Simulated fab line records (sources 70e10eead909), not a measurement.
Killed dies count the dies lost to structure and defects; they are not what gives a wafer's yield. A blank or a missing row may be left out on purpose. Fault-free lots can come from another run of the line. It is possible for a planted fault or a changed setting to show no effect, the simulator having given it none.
fab line records | flow nandHarc
[record] lots = 5 | wafers = 15 | lastDay = 24
route steps=1159 shown A_BLC@977
lots that met no fault: from a run of the same line without faults
startH: start of the lot's first displayed wafer, in hours after the record's first day | waitH: hours from the lot's prior step to this one | " repeats the value in the row above | L1.1+2: one row covering several wafers at once | - no value, or no start was given | * or withheld: withheld | < > ~ a bound
route shown NAME@n: NAME is a module with steps in the file, n the number in the route of the first one | usual: mean and standard deviation over wafers with no fault | same: alike in all rows | chamber/n: place in a boat | sites: readings site by site | _std_site: their standard deviation | _edge_site: inner sites' mean taken away from outer sites' mean | radiusMm: for every site, how far away it sits from the centre of the wafer | mask NAME#n: copy n | behind: tool/chamber where the wafer was last shaped | hold: reason for holding the lot/hours on hold/outcome of the hold | device: transistor that didn't switch, given as n, p or np | end of line: the route-end tests of the same wafers | where a step has no rows: the recipe by itself | killed: count of dies lost to structure and defects at first sort (not the wafer's yield) | map: shows each die of a wafer: x if killed, . if not, _ if none is there
set.NAME: the setting that was run; set.NAME@STEP: the one run at that earlier step | model.NAME: the simulator's own value behind a step, which no gauge read
certain route steps with their lots: each step a table, each wafer a row
services: from which hour (startH, from the record's first day; less than 0 if before it) a tool's chamber was out of use, for how many hours, and why
[[steps]]
[step NHARC_A_BLC_DESCUM_15]
[recipe] timeS = 3 | o2FlowSccm = 200 | arFlowSccm = 0 | biasPowerW = 0 | chemistry = O2
[usual] drypumpMotorCurrentA = 5.7/0.47 | oesProductAu = 0.998/0.009 | rfVppV = 57.7/0.89 | showerheadPlenumPTorr = 1.89/0.11 | throttleValvePct = 11.311/0.01
lot.wafer | tool       | chamber | startH | waitH | drypumpMotorCurrentA | oesProductAu | rfHoursCounterH | rfVppV | showerheadPlenumPTorr | throttleValvePct
L078.3    | rieDiel-01 | 1       | 423.37 | 0.1   | 5.3                  | 0.989        | 11              | 57.9   | 1.82                  | 11.305
L078.4    | "          | 2       | "      | "     | 5.6                  | 0.995        | 10              | 58.0   | 1.79                  | 11.321
L078.5    | "          | 0       | "      | "     | 5.6                  | 0.999        | -               | 58.8   | 1.87                  | 11.304
L075.1    | rieDiel-01 | 0       | 428.52 | 0.1   | 5.6                  | 1.005        | 9               | 58.1   | 1.86                  | 11.307
L075.3    | "          | 2       | "      | "     | 5.6                  | 0.986        | 10              | 57.9   | 1.79                  | 11.307
L075.5    | "          | 0       | "      | "     | 5.6                  | 0.995        | -               | 58.2   | 1.87                  | 11.318
L079.3    | rieDiel-11 | 1       | 453.12 | 0.1   | 6.0                  | 1.013        | 7               | 58.0   | 1.78                  | 11.313
L079.1    | "          | 2       | "      | "     | 5.2                  | 0.994        | 7               | 57.7   | 2.03                  | 11.300
L079.5    | "          | 0       | "      | "     | 6.2                  | 1.001        | -               | 58.2   | 1.80                  | 11.315
L091.4    | rieDiel-11 | 0       | 498.16 | 0.1   | 6.2                  | 1.004        | 11              | 56.9   | 1.80                  | 11.311
L091.1    | "          | 2       | "      | "     | 5.2                  | 1.003        | 11              | 58.7   | 2.03                  | 11.305
L091.2    | "          | 3       | "      | "     | 5.0                  | 1.012        | 13              | 58.0   | 2.04                  | 11.323
L095.3    | rieDiel-01 | 3       | 517.51 | 0.1   | 6.2                  | 0.995        | 1               | 58.6   | 1.94                  | 11.283
L095.1    | "          | 2       | "      | "     | 5.6                  | 1.013        | 1               | 58.3   | 1.79                  | 11.304
L095.5    | "          | 0       | "      | "     | 5.6                  | 0.983        | -               | 56.8   | 1.86                  | 11.309
[step NHARC_A_BLC_ETCH_16]
[recipe] targetDepthA = 390 | overEtchFrac = 0.3 | timeS = 65 | ionEnergyEv = 80 | cf4FlowSccm = 150 | arFlowSccm = 0 | rfW = 300 | biasW = 100 | chemistry = CF4
[usual] drypumpMotorCurrentA = 5.7/0.46 | oesProductAu = 0.999/0.0089 | rfVppV = 150.8/1.5 | showerheadPlenumPTorr = 1.74/0.091 | throttleValvePct = 13.284/0.0093
lot.wafer | tool       | chamber | startH | waitH | drypumpMotorCurrentA | oesProductAu | rfHoursCounterH | rfVppV | showerheadPlenumPTorr | throttleValvePct
L078.4    | rieDiel-01 | 2       | 423.45 | 0.1   | 5.6                  | 0.987        | 10              | 151.3  | 1.66                  | 13.301
L078.3    | "          | 3       | "      | "     | 6.3                  | 0.992        | 7               | 151.8  | 1.80                  | 13.274
L078.5    | "          | 1       | "      | "     | 5.3                  | 0.987        | -               | 149.5  | 1.69                  | 13.277
L075.1    | rieDiel-01 | 0       | 428.61 | 0.1   | 5.6                  | 1.002        | 9               | 151.8  | 1.73                  | 13.283
L075.3    | "          | 1       | "      | "     | 5.3                  | 0.993        | 11              | 151.3  | 1.69                  | 13.277
L075.5    | "          | 3       | "      | "     | 6.3                  | 0.999        | -               | 150.9  | 1.80                  | 13.287
L079.1    | rieDiel-11 | 2       | 453.20 | 0.1   | 5.2                  | 0.991        | 7               | 151.0  | 1.87                  | 13.277
L079.3    | "          | 3       | "      | "     | 5.0                  | 0.987        | 7               | 153.8  | 1.88                  | 13.277
L079.5    | "          | 1       | "      | "     | 6.0                  | 1.014        | -               | 148.9  | 1.65                  | 13.275
L091.4    | rieDiel-11 | 2       | 498.25 | 0.1   | 5.2                  | 0.992        | 11              | 152.3  | 1.87                  | 13.279
L091.1    | "          | 3       | "      | "     | 5.0                  | 1.008        | 13              | 153.3  | 1.88                  | 13.283
L091.2    | "          | 0       | "      | "     | 6.2                  | 1.009        | 11              | 149.2  | 1.67                  | 13.294
L095.1    | rieDiel-01 | 2       | 517.61 | 0.1   | 5.6                  | 1.009        | 1               | 148.8  | 1.66                  | 13.288
L095.3    | "          | 3       | "      | "     | 6.2                  | 0.978        | 1               | 152.3  | 1.79                  | 13.301
L095.5    | "          | 0       | "      | "     | 5.6                  | 0.994        | -               | 150.8  | 1.72                  | 13.291
[step NHARC_A_BLC_ETCH_17]
[recipe] targetDepthA = 3900 | overEtchFrac = 0.25 | timeS = 609.38 | ionEnergyEv = 200 | n2FlowSccm = 150 | h2FlowSccm = 150 | arFlowSccm = 0 | rfW = 400 | biasW = 150 | chemistry = N2/H2
[usual] drypumpMotorCurrentA = 5.7/0.48 | oesProductAu = 0.998/0.0078 | rfVppV = 430/3.3 | showerheadPlenumPTorr = 2.01/0.12 | throttleValvePct = 14.173/0.0093
lot.wafer | tool       | chamber | startH | waitH | drypumpMotorCurrentA | oesProductAu | rfHoursCounterH | rfVppV | showerheadPlenumPTorr | throttleValvePct
L078.4    | rieDiel-01 | 1       | -      | -     | 5.3                  | 0.993        | 11              | 426    | 1.94                  | 14.167
L078.3    | "          | 3       | "      | "     | 6.3                  | 1.002        | 7               | 431    | 2.07                  | 14.178
L078.5    | "          | 0       | "      | "     | 5.6                  | 1.002        | -               | 428    | 1.99                  | 14.175
L075.3    | rieDiel-01 | 1       | -      | -     | 5.3                  | 0.992        | 11              | 427    | 1.94                  | 14.178
L075.1    | "          | 2       | "      | "     | 5.6                  | 0.999        | 11              | 428    | 1.90                  | 14.179
L075.5    | "          | 0       | "      | "     | 5.6                  | 1.007        | -               | 428    | 1.99                  | 14.176
L079.1    | rieDiel-11 | 1       | -      | -     | 6.0                  | 1.011        | 7               | 427    | 1.89                  | 14.164
L079.3    | "          | 2       | "      | "     | 5.2                  | 1.002        | 7               | 435    | 2.17                  | 14.179
L079.5    | "          | 0       | "      | "     | 6.2                  | 1.007        | -               | 427    | 1.92                  | 14.180
L091.2    | rieDiel-11 | 2       | -      | -     | 5.3                  | 0.994        | 11              | 435    | 2.17                  | 14.165
L091.1    | "          | 3       | "      | "     | 5.0                  | 0.997        | 13              | 436    | 2.18                  | 14.176
L091.4    | "          | 0       | "      | "     | 6.2                  | 1.002        | 11              | 426    | 1.92                  | 14.155
L095.1    | rieDiel-01 | 0       | -      | -     | 5.6                  | 0.981        | 1               | 430    | 1.98                  | 14.164
L095.3    | "          | 3       | "      | "     | 6.3                  | 0.971        | 1               | 432    | 2.07                  | 14.170
L095.5    | "          | 1       | "      | "     | 5.3                  | 0.997        | -               | 426    | 1.93                  | 14.190
[step NHARC_A_BLC_ETCH_18]
[recipe] targetDepthA = 9100 | c4f8FlowSccm = 20 | o2FlowSccm = 10 | arFlowSccm = withheld | rfW = 600 | biasW = 1500 | chemistry = C4F8/O2/Ar
[usual] oesProductAu = 0.949/0.023 | rfVppV = 976/7.3
lot.wafer | tool       | chamber | startH | waitH | oesProductAu | rfHoursCounterH | rfVppV
L078.3    | rieDiel-01 | 3       | -      | -     | 0.946        | 7               | 980
L078.4    | "          | 1       | "      | "     | 0.948        | 11              | 972
L078.5    | "          | 0       | "      | "     | 0.940        | -               | 974
L075.3    | rieDiel-01 | 2       | -      | -     | 0.928        | 11              | 970
L075.1    | "          | 3       | "      | "     | 0.938        | 7               | 980
L075.5    | "          | 2       | "      | "     | 0.931        | -               | 969
L079.3    | rieDiel-11 | 3       | -      | -     | 0.950        | 8               | 988
L079.1    | "          | 2       | "      | "     | 0.970        | 7               | 987
L079.5    | "          | 0       | "      | "     | 0.960        | -               | 970
L091.1    | rieDiel-11 | 1       | -      | -     | 0.918        | 12              | 969
L091.4    | "          | 2       | "      | "     | 0.925        | 12              | 986
L091.2    | "          | 3       | "      | "     | 0.924        | 13              | 986
L095.3    | rieDiel-01 | 1       | -      | -     | 0.983        | 2               | 971
L095.1    | "          | 3       | "      | "     | 0.944        | 1               | 980
L095.5    | "          | 1       | "      | "     | 0.994        | -               | 971
[step NHARC_A_BLC_CD_MEAS_19]
[usual] cdNm = 99.0/2
lot.wafer | tool     | chamber | startH | waitH | cdNm
L078.3    | cdSem-03 | -       | 424.33 | -     | 96.9
L078.4    | "        | -       | "      | "     | 97.9
L078.5    | "        | -       | "      | "     | 99.1
L075.1    | cdSem-03 | -       | 429.48 | -     | 98.2
L075.3    | "        | -       | "      | "     | 98.9
L075.5    | "        | -       | "      | "     | 98.6
L079.1    | cdSem-03 | -       | 454.06 | -     | 96.7
L079.3    | "        | -       | "      | "     | 103.7
L079.5    | "        | -       | "      | "     | 102.5
L091.1    | cdSem-03 | -       | 499.13 | -     | 95.6
L091.2    | "        | -       | "      | "     | 101.3
L091.4    | "        | -       | "      | "     | 96.4
L095.1    | cdSem-01 | -       | 518.48 | -     | 97.9
L095.3    | "        | -       | "      | "     | 99.0
L095.5    | "        | -       | "      | "     | 99.5
[step NHARC_A_BLC_STRIP_29]
[recipe] cf4FlowSccm = 150 | arFlowSccm = 0 | biasW = 0 | chemistry = CF4
[usual] drypumpMotorCurrentA = 5.7/0.42 | oesProductAu = 0.999/0.0086 | rfVppV = 59.4/0.92 | showerheadPlenumPTorr = 1.74/0.077 | throttleValvePct = 13.284/0.0086
lot.wafer | tool       | chamber | startH | waitH | drypumpMotorCurrentA | oesProductAu | rfHoursCounterH | rfVppV | showerheadPlenumPTorr | throttleValvePct
L078.4    | rieDiel-01 | 1       | 424.41 | 0.1   | 5.3                  | 1.002        | 11              | 59.6   | 1.69                  | 13.291
L078.3    | "          | 3       | "      | "     | 6.2                  | 1.015        | 7               | 58.9   | 1.80                  | 13.284
L078.5    | "          | 0       | "      | "     | 5.6                  | 1.008        | -               | 59.4   | 1.73                  | 13.272
L075.3    | rieDiel-11 | 3       | 429.57 | 0.1   | 5.0                  | 0.999        | 5               | 59.8   | 1.88                  | 13.288
L075.1    | "          | 1       | "      | "     | 6.0                  | 1.013        | 5               | 58.7   | 1.65                  | 13.292
L075.5    | "          | 3       | "      | "     | 5.0                  | 1.001        | -               | 60.3   | 1.88                  | 13.304
L079.1    | rieDiel-01 | 3       | 454.15 | 0.1   | 6.3                  | 1.013        | 11              | 60.1   | 1.79                  | 13.288
L079.3    | "          | 1       | "      | "     | 5.3                  | 0.992        | 15              | 58.1   | 1.69                  | 13.273
L079.5    | "          | 0       | "      | "     | 5.6                  | 1.000        | -               | 60.3   | 1.73                  | 13.288
L091.4    | rieDiel-11 | 1       | 499.21 | 0.1   | 6.0                  | 0.994        | 12              | 58.2   | 1.65                  | 13.284
L091.2    | "          | 2       | "      | "     | 5.2                  | 0.995        | 12              | 59.9   | 1.87                  | 13.293
L091.1    | "          | 3       | "      | "     | 5.0                  | 1.001        | 13              | 60.1   | 1.88                  | 13.281
L095.1    | rieDiel-11 | 2       | 518.56 | 0.1   | 5.2                  | 0.990        | 14              | 60.4   | 1.87                  | 13.281
L095.3    | "          | 0       | "      | "     | 6.2                  | 1.009        | 14              | 59.6   | 1.67                  | 13.296
L095.5    | "          | 1       | "      | "     | 6.0                  | 1.008        | -               | 58.4   | 1.65                  | 13.277
[step NHARC_A_BLC_STRIP_21]
[recipe] o2FlowSccm = 500 | arFlowSccm = 0 | biasW = 0 | chemistry = O2
[usual] drypumpMotorCurrentA = 5.7/0.43 | oesProductAu = 0.999/0.0087 | rfVppV = 57.7/0.97 | showerheadPlenumPTorr = 3.46/0.15 | throttleValvePct = 17.037/0.0089
lot.wafer | tool       | chamber | startH | waitH | drypumpMotorCurrentA | oesProductAu | rfHoursCounterH | rfVppV | showerheadPlenumPTorr | throttleValvePct
L078.3    | rieDiel-01 | 1       | 424.53 | 0.1   | 5.4                  | 0.992        | 11              | 57.6   | 3.36                  | 17.029
L078.4    | "          | 2       | "      | "     | 5.6                  | 0.990        | 10              | 59.4   | 3.32                  | 17.043
L078.5    | "          | 3       | "      | "     | 6.3                  | 0.998        | -               | 59.0   | 3.58                  | 17.040
L075.1    | rieDiel-11 | 2       | 429.88 | 0.3   | 5.3                  | 0.998        | 5               | 58.1   | 3.74                  | 17.040
L075.3    | "          | 1       | "      | "     | 6.0                  | 1.010        | 5               | 57.5   | 3.29                  | 17.023
L075.5    | "          | 1       | "      | "     | 6.0                  | 1.008        | -               | 57.0   | 3.29                  | 17.039
L079.1    | rieDiel-01 | 2       | 454.26 | 0.1   | 5.6                  | 1.001        | 14              | 58.0   | 3.31                  | 17.027
L079.3    | "          | 3       | "      | "     | 6.2                  | 1.003        | 11              | 57.9   | 3.58                  | 17.031
L079.5    | "          | 2       | "      | "     | 5.6                  | 1.001        | -               | 57.1   | 3.31                  | 17.026
L091.2    | rieDiel-11 | 0       | 499.32 | 0.1   | 6.2                  | 1.008        | 11              | 55.8   | 3.34                  | 17.035
L091.1    | "          | 1       | "      | "     | 6.0                  | 0.999        | 12              | 57.0   | 3.29                  | 17.030
L091.4    | "          | 2       | "      | "     | 5.3                  | 1.004        | 12              | 58.7   | 3.73                  | 17.033
L095.1    | rieDiel-11 | 3       | 518.66 | 0.1   | 5.0                  | 0.992        | 17              | 60.2   | 3.75                  | 17.031
L095.3    | "          | 0       | "      | "     | 6.2                  | 1.010        | 14              | 55.8   | 3.34                  | 17.040
L095.5    | "          | 3       | "      | "     | 5.0                  | 1.004        | -               | 60.8   | 3.75                  | 17.034
[step NHARC_A_BLC_STRIP_22]
[recipe] timeS = 600 | tempC = 30 | chemistry = postEtchResidueRemover
lot.wafer  | tool        | chamber | startH | waitH
L078.4+5+3 | wetBench-02 | 1,3,4   | 424.67 | -
L075.1+3+5 | wetBench-03 | 6,7,2   | 430.05 | -
L079.5+3+1 | wetBench-02 | 6,7,0   | 454.42 | -
L091.2+4+1 | wetBench-06 | 1,2,5   | 499.46 | -
L095.5+3+1 | wetBench-03 | 0,1,4   | 518.82 | -
[step NHARC_A_BLC_DEGAS_30]
[recipe] tempC = 300 | timeS = 60
[usual] heaterPowerW = 494/62
lot.wafer | tool          | chamber | startH | waitH | heaterPowerW
L078.3    | pvdSputter-03 | -       | 424.93 | -     | 509
L078.4    | "             | -       | "      | "     | 444
L078.5    | "             | -       | "      | "     | 506
L075.1    | pvdSputter-02 | -       | 430.32 | -     | 439
L075.3    | "             | -       | "      | "     | 404
L075.5    | "             | -       | "      | "     | 436
L079.1    | pvdSputter-01 | -       | 454.69 | -     | 563
L079.3    | "             | -       | "      | "     | 463
L079.5    | "             | -       | "      | "     | 481
L091.4    | pvdSputter-02 | -       | 499.73 | -     | 483
L091.1    | "             | -       | "      | "     | 432
L091.2    | "             | -       | "      | "     | 414
L095.1    | pvdSputter-02 | -       | 519.10 | -     | 420
L095.3    | "             | -       | "      | "     | 656
L095.5    | "             | -       | "      | "     | 485
[[services]]
tool          | chamber | startH | hours | kind
rieDiel-01    | 0       | 421.82 | -     | clean
rieDiel-01    | 1       | 421.82 | -     | clean
rieDiel-01    | 2       | 421.82 | -     | clean
rieDiel-01    | 3       | 421.82 | -     | clean
rieDiel-11    | 0       | 426.37 | 15.6  | repair
wetBench-02   | -       | 439.57 | 8.0   | pm
rieDiel-01    | 0       | 446.32 | -     | clean
rieDiel-01    | 1       | 446.32 | -     | clean
rieDiel-01    | 2       | 446.32 | -     | clean
rieDiel-01    | 3       | 446.32 | -     | clean
rieDiel-11    | 2       | 453.99 | 5.9   | repair
rieDiel-01    | 0       | 470.82 | -     | clean
rieDiel-01    | 1       | 470.82 | -     | clean
rieDiel-01    | 2       | 470.82 | -     | clean
rieDiel-01    | 3       | 470.82 | -     | clean
rieDiel-01    | 3       | 478.11 | 3.8   | repair
wetBench-06   | -       | 481.60 | 8.0   | pm
rieDiel-01    | -       | 491.80 | 9.0   | pm
rieDiel-01    | 0       | 491.80 | 9.0   | ventCycle
rieDiel-01    | 1       | 491.80 | 9.0   | ventCycle
rieDiel-01    | 2       | 491.80 | 15.5  | ventCycle
wetBench-03   | -       | 498.40 | 8.0   | pm
rieDiel-11    | 0       | 503.81 | 2.8   | repair
pvdSputter-01 | -       | 514.06 | 10.0  | pm
[[key]]
fault none
